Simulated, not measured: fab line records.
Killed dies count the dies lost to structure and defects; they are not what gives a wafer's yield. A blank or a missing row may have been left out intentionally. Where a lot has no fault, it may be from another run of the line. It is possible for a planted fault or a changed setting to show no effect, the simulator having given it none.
Matching of chambers -- flow nandHarc -- NHARC_A_M0_CMP_23 on cmp-01: 4 sister chambers
The step polishes, t overpolish 20 s, target thk 113.75 nm. 14 wafers are shown with their chamber, then 7 later ones without.

WAFERS WITH THEIR CHAMBER
wafer,chamber,motorCurrentA (A),timeToEndpointS (s),slurryFilterDpKPa (kPa)
L978.1,0,12.2,25.9,13.45
L978.2,1,11.8,26.2,13.46
L978.4,2,10.7,23.2,13.48
L977.3,2,10.4,25.5,13.34
L977.4,0,12.3,29.7,13.51
L977.6,2,10.6,27.0,13.43
L982.1,3,12.3,28.8,13.66
L982.4,1,11.8,30.6,13.42
L982.5,3,12.6,31.5,13.30
L981.2,0,12.1,27.9,13.86
L981.3,1,11.9,29.1,13.45
L981.4,2,10.5,29.9,13.64
L991.2,1,11.5,31.8,13.73
L991.4,2,10.5,27.6,13.38

SIGNATURES (averages over the wafers above)
reading,chamber 0,chamber 1,chamber 2,chamber 3,scatter within a chamber
motorCurrentA,12.200,11.750,10.540,12.450,0.144
timeToEndpointS,27.833,29.425,26.640,30.150,2.31
slurryFilterDpKPa,13.6067,13.5150,13.4540,13.4800,0.167
Rule: for a wafer and a chamber, the distance is found by dividing, reading by reading, the gap between the wafer's reading and the chamber's mean by the reading's scatter, squaring, summing and taking the root. The wafer belongs to the nearest chamber; if the next one is less than 2 further off, it can't be placed. The scatter: take each reading less its chamber's mean, square it, sum over the shown wafers, divide by the number of wafers less the number of chambers, and take the root.

WAFERS WITHOUT THEIR CHAMBER
wafer,motorCurrentA (A),timeToEndpointS (s),slurryFilterDpKPa (kPa)
L991.5,12.0,32.3,13.51
L990.2,10.4,32.4,13.61
L990.3,12.4,33.5,13.57
L990.5,11.2,31.4,13.62
L996.1,12.5,29.0,13.72
L996.4,10.1,31.5,13.53
L996.6,12.0,34.5,13.54

EACH ONE'S CHAMBER
wafer,from the rows above,in truth
L991.5,can't be placed: 1 or 0 or 3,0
L990.2,2,2
L990.3,can't be placed: 3 or 0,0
L990.5,can't be placed: 1 or 2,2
L996.1,can't be placed: 3 or 0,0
L996.4,2,2
L996.6,can't be placed: 1 or 0 or 3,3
2 of 7 placed correctly. Not placeable from these rows: 5 (in 5, the candidates include the true chamber). Number placed wrongly: 0.
